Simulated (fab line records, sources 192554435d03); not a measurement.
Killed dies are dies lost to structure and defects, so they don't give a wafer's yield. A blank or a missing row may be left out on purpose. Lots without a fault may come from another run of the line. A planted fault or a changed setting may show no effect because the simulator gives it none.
Chamber matching | flow n5_finfet | N5_HKMG_FIN_ETCH_58 on rie_diel-02: 4 sister chambers
The step etches SOC in N2/H2, target depth 215.8 nm, time 741 s. 14 wafers are shown with their chamber, then 7 later ones without.

WAFERS WITH THEIR CHAMBER
wafer  | chamber | drypump_motor_current_A (A) | showerhead_plenum_p_Torr (Torr) | throttle_valve_pct (%)
L075.1 | 1       | 5.4                         | 2.69                            | 17.60
L075.4 | 0       | 5.3                         | 2.72                            | 17.47
L075.5 | 0       | 5.3                         | 2.72                            | 17.49
L081.1 | 0       | 5.3                         | 2.71                            | 17.50
L081.3 | 1       | 5.5                         | 2.69                            | 17.61
L081.6 | 0       | 5.3                         | 2.71                            | 17.50
L082.1 | 1       | 5.5                         | 2.69                            | 17.63
L082.2 | 2       | 6.4                         | 2.51                            | 18.05
L082.6 | 3       | 5.9                         | 2.65                            | 17.69
L086.1 | 2       | 6.4                         | 2.51                            | 18.08
L086.4 | 1       | 5.4                         | 2.68                            | 17.63
L086.5 | 1       | 5.5                         | 2.68                            | 17.63
L089.1 | 1       | 5.5                         | 2.68                            | 17.64
L089.2 | 2       | 6.4                         | 2.51                            | 18.08

SIGNATURES (means of the wafers above)
reading                  | chamber 0 | chamber 1 | chamber 2 | chamber 3 | scatter within a chamber
drypump_motor_current_A  | 5.300     | 5.467     | 6.400     | 5.900     | 0.0365
showerhead_plenum_p_Torr | 2.7150    | 2.6850    | 2.5100    | 2.6500    | 0.005
throttle_valve_pct       | 17.4900   | 17.6233   | 18.0700   | 17.6900   | 0.0153
Rule: a wafer's distance from a chamber is the root of the sum, over the readings, of the square of ((its reading less the chamber's mean) divided by the reading's scatter). The wafer belongs to the nearest chamber; if the next one is less than 2 further off, it can't be placed. The scatter: the root of (the sum of the squares of (reading less its chamber's mean) over the shown wafers, divided by (wafers less chambers)).

WAFERS WITHOUT THEIR CHAMBER
wafer  | drypump_motor_current_A (A) | showerhead_plenum_p_Torr (Torr) | throttle_valve_pct (%)
L089.5 | 5.9                         | 2.64                            | 17.70
L091.3 | 5.3                         | 2.70                            | 17.54
L091.4 | 5.5                         | 2.68                            | 17.65
L091.5 | 5.4                         | 2.68                            | 17.66
L096.1 | 5.9                         | 2.63                            | 17.74
L096.2 | 5.3                         | 2.70                            | 17.56
L096.3 | 5.5                         | 2.67                            | 17.67

WHICH CHAMBER EACH WENT THROUGH
wafer  | from the rows above     | in truth
L089.5 | 3                       | 3
L091.3 | 0                       | 0
L091.4 | 1                       | 1
L091.5 | 1                       | 1
L096.1 | 3                       | 3
L096.2 | can't be placed: 0 or 1 | 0
L096.3 | 1                       | 1
Placed correctly: 6 of 7. Can't be placed from these rows: 1 (the true chamber is among the candidates in 1). Placed wrongly: 0.
